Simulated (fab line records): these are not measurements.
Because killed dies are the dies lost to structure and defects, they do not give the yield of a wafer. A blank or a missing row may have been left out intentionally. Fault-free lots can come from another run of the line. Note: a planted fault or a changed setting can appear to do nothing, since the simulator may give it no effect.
fab line records / flow nand_harc
record: lots: 7 wafers: 19 last_day: 25
route steps=1159 shown A_ONON_D1@424 END@1159
lots untouched by any fault: they come from a run of this same line in which no faults occurred
start_h: the number of hours between the record's first day and the start of the first shown wafer of the lot / wait_h: how many hours have passed since the lot's step before this one / " repeats the value in the row above / L1.1+2: a single row standing in for several wafers / - no value, or no start was given / * or withheld: withheld / < > ~ a bound
route shown NAME@n: a module of which the file shows steps, and the number in the route of the first / usual: average and standard deviation across the fault-free wafers / same: alike in all rows / chamber/n: place in a boat / sites: each site's reading / _std_site: standard deviation across them / _edge_site: outer sites' mean less inner sites' / radius_mm: how far each site lies from the wafer's centre / mask NAME#n: copy n / behind: tool/chamber where the wafer was last shaped / hold: what put the lot on hold/how long, in hours/how the hold closed / device: which transistor (n, p or np) failed to switch / end of line: tests run on the same wafers once the route is complete / a step with no rows: only its recipe / killed: dies lost to structure and defects at the first sort, not the wafer's yield / map: shows each die of a wafer: x if killed, . if not, _ if none is there
set.NAME: setting as actually run; set.NAME@STEP: the setting as run at that earlier step / model.NAME: the simulator's own value behind a step, which no gauge read
lots at some steps of the route; a table a step, a row a wafer
services: from which hour (start_h, from the record's first day; less than 0 if before it) a tool's chamber was out of use, for how many hours, and why
== steps ==
step: NHARC_A_ONON_D1_DEP_00
recipe: target_thk_a: 10000 n2_flow_sccm: 2750 n2o_flow_sccm: 2000 nh3_flow_sccm: 500 sih4_flow_sccm: 210 temp_c: 400
step: NHARC_A_ONON_D1_THK_MEAS_02
recipe: thk_meas_gauge: ellipsometry
usual: thk_nm: 1002/9.3
lot.wafer=L129.1 tool=film_metro-02 chamber=- start_h=177.93 wait_h=- thk_nm=999
lot.wafer=L129.5 tool=film_metro-02 chamber=- start_h=177.93 wait_h=- thk_nm=999
lot.wafer=L129.6 tool=film_metro-02 chamber=- start_h=177.93 wait_h=- thk_nm=999
lot.wafer=L138.3 tool=film_metro-02 chamber=- start_h=225.87 wait_h=- thk_nm=993
lot.wafer=L138.4 tool=film_metro-02 chamber=- start_h=225.87 wait_h=- thk_nm=995
lot.wafer=L141.3 tool=film_metro-02 chamber=- start_h=233.64 wait_h=- thk_nm=1013
lot.wafer=L141.4 tool=film_metro-02 chamber=- start_h=233.64 wait_h=- thk_nm=1014
lot.wafer=L144.2 tool=film_metro-01 chamber=- start_h=250.51 wait_h=- thk_nm=1008
lot.wafer=L144.3 tool=film_metro-01 chamber=- start_h=250.51 wait_h=- thk_nm=1004
lot.wafer=L144.4 tool=film_metro-01 chamber=- start_h=250.51 wait_h=- thk_nm=1005
lot.wafer=L142.2 tool=film_metro-01 chamber=- start_h=250.52 wait_h=- thk_nm=1014
lot.wafer=L142.5 tool=film_metro-01 chamber=- start_h=250.52 wait_h=- thk_nm=1014
lot.wafer=L142.6 tool=film_metro-01 chamber=- start_h=250.52 wait_h=- thk_nm=1014
lot.wafer=L146.2 tool=film_metro-01 chamber=- start_h=267.34 wait_h=- thk_nm=1006
lot.wafer=L146.5 tool=film_metro-01 chamber=- start_h=267.34 wait_h=- thk_nm=1006
lot.wafer=L146.6 tool=film_metro-01 chamber=- start_h=267.34 wait_h=- thk_nm=1005
lot.wafer=L152.3 tool=film_metro-01 chamber=- start_h=297.86 wait_h=- thk_nm=997
lot.wafer=L152.5 tool=film_metro-01 chamber=- start_h=297.86 wait_h=- thk_nm=996
lot.wafer=L152.6 tool=film_metro-01 chamber=- start_h=297.86 wait_h=- thk_nm=997
step: NHARC_A_ONON_D1_DEP_03
recipe: target_thk_a: 10000 n2_flow_sccm: 2750 n2o_flow_sccm: 2000 nh3_flow_sccm: 500 sih4_flow_sccm: 210 temp_c: 400
step: NHARC_A_ONON_D1_THK_MEAS_05
recipe: thk_meas_gauge: ellipsometry
usual: thk_nm: 1000/12
lot.wafer=L129.1 tool=film_metro-02 chamber=- start_h=178.50 wait_h=- thk_nm=1005
lot.wafer=L129.5 tool=film_metro-02 chamber=- start_h=178.50 wait_h=- thk_nm=1004
lot.wafer=L129.6 tool=film_metro-02 chamber=- start_h=178.50 wait_h=- thk_nm=1003
lot.wafer=L138.3 tool=film_metro-02 chamber=- start_h=226.42 wait_h=- thk_nm=991
lot.wafer=L138.4 tool=film_metro-02 chamber=- start_h=226.42 wait_h=- thk_nm=990
lot.wafer=L141.3 tool=film_metro-02 chamber=- start_h=234.21 wait_h=- thk_nm=1012
lot.wafer=L141.4 tool=film_metro-02 chamber=- start_h=234.21 wait_h=- thk_nm=1012
lot.wafer=L144.2 tool=film_metro-01 chamber=- start_h=251.08 wait_h=- thk_nm=1003
lot.wafer=L144.3 tool=film_metro-01 chamber=- start_h=251.08 wait_h=- thk_nm=1004
lot.wafer=L144.4 tool=film_metro-01 chamber=- start_h=251.08 wait_h=- thk_nm=1004
lot.wafer=L142.2 tool=film_metro-02 chamber=- start_h=251.11 wait_h=- thk_nm=975
lot.wafer=L142.5 tool=film_metro-02 chamber=- start_h=251.11 wait_h=- thk_nm=978
lot.wafer=L142.6 tool=film_metro-02 chamber=- start_h=251.11 wait_h=- thk_nm=975
lot.wafer=L146.2 tool=film_metro-01 chamber=- start_h=267.90 wait_h=- thk_nm=1018
lot.wafer=L146.5 tool=film_metro-01 chamber=- start_h=267.90 wait_h=- thk_nm=1018
lot.wafer=L146.6 tool=film_metro-01 chamber=- start_h=267.90 wait_h=- thk_nm=1020
lot.wafer=L152.3 tool=film_metro-01 chamber=- start_h=298.43 wait_h=- thk_nm=1004
lot.wafer=L152.5 tool=film_metro-01 chamber=- start_h=298.43 wait_h=- thk_nm=1003
lot.wafer=L152.6 tool=film_metro-01 chamber=- start_h=298.43 wait_h=- thk_nm=1003
step: NHARC_A_ONON_D1_DEP_06
recipe: target_thk_a: 10000 n2_flow_sccm: 2750 n2o_flow_sccm: 2000 nh3_flow_sccm: 500 sih4_flow_sccm: 210 temp_c: 400
step: NHARC_A_ONON_D1_THK_MEAS_08
recipe: thk_meas_gauge: ellipsometry
usual: thk_nm: 999/10
lot.wafer=L129.1 tool=film_metro-01 chamber=- start_h=179.07 wait_h=- thk_nm=1000
lot.wafer=L129.5 tool=film_metro-01 chamber=- start_h=179.07 wait_h=- thk_nm=1002
lot.wafer=L129.6 tool=film_metro-01 chamber=- start_h=179.07 wait_h=- thk_nm=1001
lot.wafer=L138.3 tool=film_metro-01 chamber=- start_h=226.99 wait_h=- thk_nm=1007
lot.wafer=L138.4 tool=film_metro-01 chamber=- start_h=226.99 wait_h=- thk_nm=1008
lot.wafer=L141.3 tool=film_metro-02 chamber=- start_h=234.78 wait_h=- thk_nm=996
lot.wafer=L141.4 tool=film_metro-02 chamber=- start_h=234.78 wait_h=- thk_nm=997
lot.wafer=L144.2 tool=film_metro-02 chamber=- start_h=251.65 wait_h=- thk_nm=995
lot.wafer=L144.3 tool=film_metro-02 chamber=- start_h=251.65 wait_h=- thk_nm=993
lot.wafer=L144.4 tool=film_metro-02 chamber=- start_h=251.65 wait_h=- thk_nm=993
lot.wafer=L142.2 tool=film_metro-01 chamber=- start_h=251.68 wait_h=- thk_nm=978
lot.wafer=L142.5 tool=film_metro-01 chamber=- start_h=251.68 wait_h=- thk_nm=978
lot.wafer=L142.6 tool=film_metro-01 chamber=- start_h=251.68 wait_h=- thk_nm=979
lot.wafer=L146.2 tool=film_metro-02 chamber=- start_h=268.47 wait_h=- thk_nm=1012
lot.wafer=L146.5 tool=film_metro-02 chamber=- start_h=268.47 wait_h=- thk_nm=1014
lot.wafer=L146.6 tool=film_metro-02 chamber=- start_h=268.47 wait_h=- thk_nm=1013
lot.wafer=L152.3 tool=film_metro-01 chamber=- start_h=299.00 wait_h=- thk_nm=995
lot.wafer=L152.5 tool=film_metro-01 chamber=- start_h=299.00 wait_h=- thk_nm=996
lot.wafer=L152.6 tool=film_metro-01 chamber=- start_h=299.00 wait_h=- thk_nm=994
step: NHARC_A_ONON_D1_DEP_09
recipe: target_thk_a: 10000 n2_flow_sccm: 2750 n2o_flow_sccm: 2000 nh3_flow_sccm: 500 sih4_flow_sccm: 210 temp_c: 400
step: NHARC_A_ONON_D1_THK_MEAS_11
recipe: thk_meas_gauge: ellipsometry
usual: thk_nm: 998/7.8
lot.wafer=L129.1 tool=film_metro-01 chamber=- start_h=179.63 wait_h=- thk_nm=981
lot.wafer=L129.5 tool=film_metro-01 chamber=- start_h=179.63 wait_h=- thk_nm=981
lot.wafer=L129.6 tool=film_metro-01 chamber=- start_h=179.63 wait_h=- thk_nm=979
lot.wafer=L138.3 tool=film_metro-02 chamber=- start_h=227.56 wait_h=- thk_nm=990
lot.wafer=L138.4 tool=film_metro-02 chamber=- start_h=227.56 wait_h=- thk_nm=988
lot.wafer=L141.3 tool=film_metro-02 chamber=- start_h=235.35 wait_h=- thk_nm=992
lot.wafer=L141.4 tool=film_metro-02 chamber=- start_h=235.35 wait_h=- thk_nm=992
lot.wafer=L144.2 tool=film_metro-02 chamber=- start_h=252.21 wait_h=- thk_nm=986
lot.wafer=L144.3 tool=film_metro-02 chamber=- start_h=252.21 wait_h=- thk_nm=985
lot.wafer=L144.4 tool=film_metro-02 chamber=- start_h=252.21 wait_h=- thk_nm=985
lot.wafer=L142.2 tool=film_metro-01 chamber=- start_h=252.24 wait_h=- thk_nm=998
lot.wafer=L142.5 tool=film_metro-01 chamber=- start_h=252.24 wait_h=- thk_nm=997
lot.wafer=L142.6 tool=film_metro-01 chamber=- start_h=252.24 wait_h=- thk_nm=999
lot.wafer=L146.2 tool=film_metro-01 chamber=- start_h=269.06 wait_h=- thk_nm=998
lot.wafer=L146.5 tool=film_metro-01 chamber=- start_h=269.06 wait_h=- thk_nm=1000
lot.wafer=L146.6 tool=film_metro-01 chamber=- start_h=269.06 wait_h=- thk_nm=999
lot.wafer=L152.3 tool=film_metro-01 chamber=- start_h=299.57 wait_h=- thk_nm=1004
lot.wafer=L152.5 tool=film_metro-01 chamber=- start_h=299.57 wait_h=- thk_nm=1007
lot.wafer=L152.6 tool=film_metro-01 chamber=- start_h=299.57 wait_h=- thk_nm=1005
step: NHARC_A_ONON_D1_DEP_12
recipe: target_thk_a: 10000 n2_flow_sccm: 2750 n2o_flow_sccm: 2000 nh3_flow_sccm: 500 sih4_flow_sccm: 210 temp_c: 400
step: NHARC_A_ONON_D1_THK_MEAS_14
recipe: thk_meas_gauge: ellipsometry
usual: thk_nm: 1001/8.4
lot.wafer=L129.1 tool=film_metro-02 chamber=- start_h=180.20 wait_h=- thk_nm=1012
lot.wafer=L129.5 tool=film_metro-02 chamber=- start_h=180.20 wait_h=- thk_nm=1012
lot.wafer=L129.6 tool=film_metro-02 chamber=- start_h=180.20 wait_h=- thk_nm=1013
lot.wafer=L138.3 tool=film_metro-01 chamber=- start_h=228.12 wait_h=- thk_nm=986
lot.wafer=L138.4 tool=film_metro-01 chamber=- start_h=228.12 wait_h=- thk_nm=986
lot.wafer=L141.3 tool=film_metro-02 chamber=- start_h=235.95 wait_h=- thk_nm=992
lot.wafer=L141.4 tool=film_metro-02 chamber=- start_h=235.95 wait_h=- thk_nm=993
lot.wafer=L144.2 tool=film_metro-01 chamber=- start_h=252.78 wait_h=- thk_nm=998
lot.wafer=L144.3 tool=film_metro-01 chamber=- start_h=252.78 wait_h=- thk_nm=997
lot.wafer=L144.4 tool=film_metro-01 chamber=- start_h=252.78 wait_h=- thk_nm=999
lot.wafer=L142.2 tool=film_metro-02 chamber=- start_h=252.81 wait_h=- thk_nm=1002
lot.wafer=L142.5 tool=film_metro-02 chamber=- start_h=252.81 wait_h=- thk_nm=1003
lot.wafer=L142.6 tool=film_metro-02 chamber=- start_h=252.81 wait_h=- thk_nm=1005
lot.wafer=L146.2 tool=film_metro-01 chamber=- start_h=269.63 wait_h=- thk_nm=1001
lot.wafer=L146.5 tool=film_metro-01 chamber=- start_h=269.63 wait_h=- thk_nm=1001
lot.wafer=L146.6 tool=film_metro-01 chamber=- start_h=269.63 wait_h=- thk_nm=1001
lot.wafer=L152.3 tool=film_metro-02 chamber=- start_h=300.13 wait_h=- thk_nm=1005
lot.wafer=L152.5 tool=film_metro-02 chamber=- start_h=300.13 wait_h=- thk_nm=1005
lot.wafer=L152.6 tool=film_metro-02 chamber=- start_h=300.13 wait_h=- thk_nm=1005
step: NHARC_A_ONON_D1_ANNEAL_15
recipe: temp_c: 750 time_s: 3600
step: NHARC_A_ONON_D1_DEP_16
recipe: target_thk_a: 10000 n2_flow_sccm: 2750 n2o_flow_sccm: 2000 nh3_flow_sccm: 500 sih4_flow_sccm: 210 temp_c: 400
usual: sih4_flow_sccm: 209.9/0.59
lot.wafer=L129.1 tool=pecvd_onon-03 chamber=0 start_h=186.44 wait_h=0.1 sih4_flow_sccm=209.6
lot.wafer=L129.5 tool=pecvd_onon-03 chamber=0 start_h=186.44 wait_h=0.1 sih4_flow_sccm=210.1
lot.wafer=L129.6 tool=pecvd_onon-03 chamber=0 start_h=186.44 wait_h=0.1 sih4_flow_sccm=209.2
lot.wafer=L138.3 tool=pecvd_onon-03 chamber=0 start_h=234.86 wait_h=0.2 sih4_flow_sccm=210.5
lot.wafer=L138.4 tool=pecvd_onon-03 chamber=0 start_h=234.86 wait_h=0.2 sih4_flow_sccm=210.5
lot.wafer=L141.3 tool=pecvd_onon-03 chamber=0 start_h=242.59 wait_h=0.2 sih4_flow_sccm=210.6
lot.wafer=L141.4 tool=pecvd_onon-03 chamber=0 start_h=242.59 wait_h=0.2 sih4_flow_sccm=210.3
lot.wafer=L142.2 tool=pecvd_onon-03 chamber=0 start_h=260.35 wait_h=0.1 sih4_flow_sccm=209.3
lot.wafer=L142.5 tool=pecvd_onon-03 chamber=0 start_h=260.35 wait_h=0.1 sih4_flow_sccm=209.2
lot.wafer=L142.6 tool=pecvd_onon-03 chamber=0 start_h=260.35 wait_h=0.1 sih4_flow_sccm=210.4
lot.wafer=L144.2 tool=pecvd_onon-01 chamber=0 start_h=260.35 wait_h=0.1 sih4_flow_sccm=210.1
lot.wafer=L144.3 tool=pecvd_onon-01 chamber=0 start_h=260.35 wait_h=0.1 sih4_flow_sccm=210.2
lot.wafer=L144.4 tool=pecvd_onon-01 chamber=0 start_h=260.35 wait_h=0.1 sih4_flow_sccm=210.9
lot.wafer=L146.2 tool=pecvd_onon-02 chamber=0 start_h=278.33 wait_h=0.1 sih4_flow_sccm=209.6
lot.wafer=L146.5 tool=pecvd_onon-02 chamber=0 start_h=278.33 wait_h=0.1 sih4_flow_sccm=209.7
lot.wafer=L146.6 tool=pecvd_onon-02 chamber=0 start_h=278.33 wait_h=0.1 sih4_flow_sccm=208.7
lot.wafer=L152.3 tool=pecvd_onon-02 chamber=0 start_h=306.86 wait_h=0.2 sih4_flow_sccm=210.1
lot.wafer=L152.5 tool=pecvd_onon-02 chamber=0 start_h=306.86 wait_h=0.2 sih4_flow_sccm=211.3
lot.wafer=L152.6 tool=pecvd_onon-02 chamber=0 start_h=306.86 wait_h=0.2 sih4_flow_sccm=210.5
step: NHARC_A_ONON_D1_THK_MEAS_18
recipe: thk_meas_gauge: ellipsometry
usual: thk_nm: 1002/10
lot.wafer=L129.1 tool=film_metro-01 chamber=- start_h=186.95 wait_h=- thk_nm=997
lot.wafer=L129.5 tool=film_metro-01 chamber=- start_h=186.95 wait_h=- thk_nm=997
lot.wafer=L129.6 tool=film_metro-01 chamber=- start_h=186.95 wait_h=- thk_nm=996
lot.wafer=L138.3 tool=film_metro-02 chamber=- start_h=235.26 wait_h=- thk_nm=1545
lot.wafer=L138.4 tool=film_metro-02 chamber=- start_h=235.26 wait_h=- thk_nm=990
lot.wafer=L141.3 tool=film_metro-02 chamber=- start_h=242.99 wait_h=- thk_nm=1555
lot.wafer=L141.4 tool=film_metro-02 chamber=- start_h=242.99 wait_h=- thk_nm=1002
lot.wafer=L142.2 tool=film_metro-01 chamber=- start_h=260.80 wait_h=- thk_nm=1031
lot.wafer=L142.5 tool=film_metro-01 chamber=- start_h=260.80 wait_h=- thk_nm=1030
lot.wafer=L142.6 tool=film_metro-01 chamber=- start_h=260.80 wait_h=- thk_nm=1583
lot.wafer=L144.2 tool=film_metro-02 chamber=- start_h=260.81 wait_h=- thk_nm=1007
lot.wafer=L144.3 tool=film_metro-02 chamber=- start_h=260.81 wait_h=- thk_nm=1007
lot.wafer=L144.4 tool=film_metro-02 chamber=- start_h=260.81 wait_h=- thk_nm=1007
lot.wafer=L146.2 tool=film_metro-02 chamber=- start_h=278.78 wait_h=- thk_nm=1005
lot.wafer=L146.5 tool=film_metro-02 chamber=- start_h=278.78 wait_h=- thk_nm=1004
lot.wafer=L146.6 tool=film_metro-02 chamber=- start_h=278.78 wait_h=- thk_nm=1006
lot.wafer=L152.3 tool=film_metro-02 chamber=- start_h=307.26 wait_h=- thk_nm=1000
lot.wafer=L152.5 tool=film_metro-02 chamber=- start_h=307.26 wait_h=- thk_nm=997
lot.wafer=L152.6 tool=film_metro-02 chamber=- start_h=307.26 wait_h=- thk_nm=1001
step: NHARC_A_ONON_D1_DEP_19
recipe: target_thk_a: 10000 n2_flow_sccm: 2750 n2o_flow_sccm: 2000 nh3_flow_sccm: 500 sih4_flow_sccm: 210 temp_c: 400
step: NHARC_END_SORT_01
recipe: temp_c: 25
usual: killed_at_array: 29/10 killed_at_other: 0.7/1.1 killed_at_periphery: 3.2/2.2 killed_dies: 33/11 killed_open: 3.5/1.8 killed_short: 2.0/1.4
same: gross_dies: 677
lot.wafer=L141.3 tool=prober-02 chamber=0 start_h=507.68 wait_h=3.1 killed_at_array=675 killed_at_other=0 killed_at_periphery=2 killed_dies=677 killed_open=4 killed_short=0
lot.wafer=L141.4 tool=prober-02 chamber=0 start_h=508.48 wait_h=3.4 killed_at_array=39 killed_at_other=0 killed_at_periphery=3 killed_dies=42 killed_open=3 killed_short=4
lot.wafer=L138.3 tool=prober-01 chamber=0 start_h=515.30 wait_h=3.1 killed_at_array=669 killed_at_other=0 killed_at_periphery=8 killed_dies=677 killed_open=2 killed_short=0
lot.wafer=L142.6 tool=prober-02 chamber=0 start_h=538.31 wait_h=4.0 killed_at_array=674 killed_at_other=0 killed_at_periphery=3 killed_dies=677 killed_open=2 killed_short=4
lot.wafer=L144.2 tool=prober-02 chamber=0 start_h=542.95 wait_h=2.8 killed_at_array=30 killed_at_other=0 killed_at_periphery=2 killed_dies=32 killed_open=2 killed_short=1
lot.wafer=L144.3 tool=prober-02 chamber=0 start_h=543.75 wait_h=3.1 killed_at_array=33 killed_at_other=0 killed_at_periphery=2 killed_dies=35 killed_open=2 killed_short=1
lot.wafer=L144.4 tool=prober-02 chamber=0 start_h=544.56 wait_h=3.4 killed_at_array=38 killed_at_other=0 killed_at_periphery=2 killed_dies=40 killed_open=1 killed_short=2
killed by level:class
L141.3 A_ONON_D1:area_dep=630 A_CHANNEL_HOLE_D1:chamber_film_flake=16 A_SLIT:chamber_film_flake=16 A_STAIRCASE:chamber_film_flake=5 A_CONTACT:chamber_film_flake=3 A_M0:geometric_particle:open=2 P_M2:chamber_film_flake=2 A_ONON_D1:geometric_particle:open=1
L141.4 A_CHANNEL_HOLE_D1:chamber_film_flake=16 A_SLIT:chamber_film_flake=9 A_STAIRCASE:chamber_film_flake=7 A_ONON_D1:geometric_particle:short=2 A_CHANNEL_FILL_D1:geometric_particle:short=2 P_M0:geometric_particle:open=1 A_M0:geometric_particle:open=1 A_M1:geometric_particle:open=1
L138.3 A_ONON_D1:area_dep=661 P_M0:chamber_film_flake=6 P_GATE:chamber_film_flake=2 A_CHANNEL_HOLE_D1:chamber_film_flake=2 A_CONTACT:geometric_particle:open=1 A_M0:geometric_particle:open=1 A_SLIT:chamber_film_flake=1 A_CONTACT:chamber_film_flake=1
L142.6 A_ONON_D1:area_dep=654 A_CHANNEL_HOLE_D1:chamber_film_flake=7 A_CONTACT:chamber_film_flake=5 A_BONDPAD:chamber_film_flake=4 A_WL_FILL:geometric_particle:short=3 P_STI:geometric_particle:open=1 P_CONTACT:geometric_particle:open=1 P_M0:geometric_particle:short=1
L144.2 A_CHANNEL_HOLE_D1:chamber_film_flake=11 A_SLIT:chamber_film_flake=9 A_CONTACT:chamber_film_flake=3 A_CHANNEL_FILL_D1:chamber_film_flake=2 A_CHANNEL_FILL_D1:geometric_particle:open=1 A_CHANNEL_FILL_D1:geometric_particle:short=1 A_M0:geometric_particle:open=1 P_STI:chamber_film_flake=1
L144.3 A_CHANNEL_HOLE_D1:chamber_film_flake=18 A_SLIT:chamber_film_flake=9 P_STI:chamber_film_flake=2 A_CONTACT:chamber_film_flake=2 A_SGD_CUT:geometric_particle:short=1 A_CONTACT:geometric_particle:open=1 A_M1:geometric_particle:open=1 A_WL_FILL:chamber_film_flake=1
L144.4 A_CHANNEL_HOLE_D1:chamber_film_flake=20 A_SLIT:chamber_film_flake=13 A_WL_FILL:geometric_particle:short=2 P_GATE:geometric_particle:open=1 P_STI:chamber_film_flake=1 A_STAIRCASE:chamber_film_flake=1 A_CONTACT:chamber_film_flake=1 A_M1:chamber_film_flake=1
map L138.3 (x killed, . not)
____________x____________
_________xxxxxxx_________
_______xxxxxxxxxxx_______
______xxxxxxxxxxxxx______
_____xxxxxxxxxxxxxxx_____
____xxxxxxxxxxxxxxxxx____
____xxxxxxxxxxxxxxxxx____
___xxxxxxxxxxxxxxxxxxx___
___xxxxxxxxxxxxxxxxxxx___
__xxxxxxxxxxxxxxxxxxxxx__
__xxxxxxxxxxxxxxxxxxxxx__
_xxxxxxxxxxxxxxxxxxxxxxx_
_xxxxxxxxxxxxxxxxxxxxxxx_
_xxxxxxxxxxxxxxxxxxxxxxx_
_xxxxxxxxxxxxxxxxxxxxxxx_
_xxxxxxxxxxxxxxxxxxxxxxx_
xxxxxxxxxxxxxxxxxxxxxxxxx
xxxxxxxxxxxxxxxxxxxxxxxxx
xxxxxxxxxxxxxxxxxxxxxxxxx
xxxxxxxxxxxxxxxxxxxxxxxxx
xxxxxxxxxxxxxxxxxxxxxxxxx
_xxxxxxxxxxxxxxxxxxxxxxx_
_xxxxxxxxxxxxxxxxxxxxxxx_
_xxxxxxxxxxxxxxxxxxxxxxx_
_xxxxxxxxxxxxxxxxxxxxxxx_
_xxxxxxxxxxxxxxxxxxxxxxx_
__xxxxxxxxxxxxxxxxxxxxx__
__xxxxxxxxxxxxxxxxxxxxx__
___xxxxxxxxxxxxxxxxxxx___
___xxxxxxxxxxxxxxxxxxx___
____xxxxxxxxxxxxxxxxx____
____xxxxxxxxxxxxxxxxx____
_____xxxxxxxxxxxxxxx_____
______xxxxxxxxxxxxx______
_______xxxxxxxxxxx_______
_________xxxxxxx_________
____________x____________
map L141.3 (x killed, . not)
____________x____________
_________xxxxxxx_________
_______xxxxxxxxxxx_______
______xxxxxxxxxxxxx______
_____xxxxxxxxxxxxxxx_____
____xxxxxxxxxxxxxxxxx____
____xxxxxxxxxxxxxxxxx____
___xxxxxxxxxxxxxxxxxxx___
___xxxxxxxxxxxxxxxxxxx___
__xxxxxxxxxxxxxxxxxxxxx__
__xxxxxxxxxxxxxxxxxxxxx__
_xxxxxxxxxxxxxxxxxxxxxxx_
_xxxxxxxxxxxxxxxxxxxxxxx_
_xxxxxxxxxxxxxxxxxxxxxxx_
_xxxxxxxxxxxxxxxxxxxxxxx_
_xxxxxxxxxxxxxxxxxxxxxxx_
xxxxxxxxxxxxxxxxxxxxxxxxx
xxxxxxxxxxxxxxxxxxxxxxxxx
xxxxxxxxxxxxxxxxxxxxxxxxx
xxxxxxxxxxxxxxxxxxxxxxxxx
xxxxxxxxxxxxxxxxxxxxxxxxx
_xxxxxxxxxxxxxxxxxxxxxxx_
_xxxxxxxxxxxxxxxxxxxxxxx_
_xxxxxxxxxxxxxxxxxxxxxxx_
_xxxxxxxxxxxxxxxxxxxxxxx_
_xxxxxxxxxxxxxxxxxxxxxxx_
__xxxxxxxxxxxxxxxxxxxxx__
__xxxxxxxxxxxxxxxxxxxxx__
___xxxxxxxxxxxxxxxxxxx___
___xxxxxxxxxxxxxxxxxxx___
____xxxxxxxxxxxxxxxxx____
____xxxxxxxxxxxxxxxxx____
_____xxxxxxxxxxxxxxx_____
______xxxxxxxxxxxxx______
_______xxxxxxxxxxx_______
_________xxxxxxx_________
____________x____________
== services ==
tool=pecvd_onon-01 chamber=- start_h=195.22 hours=13.0 kind=pm
tool=pecvd_onon-03 chamber=- start_h=212.82 hours=20.0 kind=repair
tool=pecvd_onon-02 chamber=- start_h=292.13 hours=13.0 kind=pm
== key ==
first_sign: step: NHARC_A_ONON_D1_THK_MEAS_18 reading: thk_nm direction: up sigmas: 55 usual: 1002 struck: 1561
effect: step: NHARC_END_SORT_01 reading: killed_at_array direction: up sigmas: 63 usual: 29 struck: 673
more_kills_born_at: NHARC_A_ONON_D1_DEP_16@pecvd_onon-03: 1945
met_at NHARC_A_ONON_D1_DEP_16
struck_wafers L138.3,L141.3,L142.6
later_rows_left_out L138.3,L141.3,L142.6
tester_left_out L138,L141,L142
onset_between 186.44 234.86
fault: kind: process_parameter_drift tool: pecvd_onon-03 chamber: - onset_h: 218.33 steps: NHARC_A_ONON_D1_DEP_16 channel: target_thk_a offset: * shape: step end_h: 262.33 scope: struck_wafers_only acts_in: * stated: *
tester_left_out: of these lots the tester's yield and bins aren't shown, on N5 and GAA mostly nor the transistor test; their killed dies are dies lost to structure and defects alone, not to doping, threshold or leakage, so they don't give the yield
later_rows_left_out: the simulator's readings of these wafers behind a module that went badly wrong aren't trusted and aren't shown, but for the sort
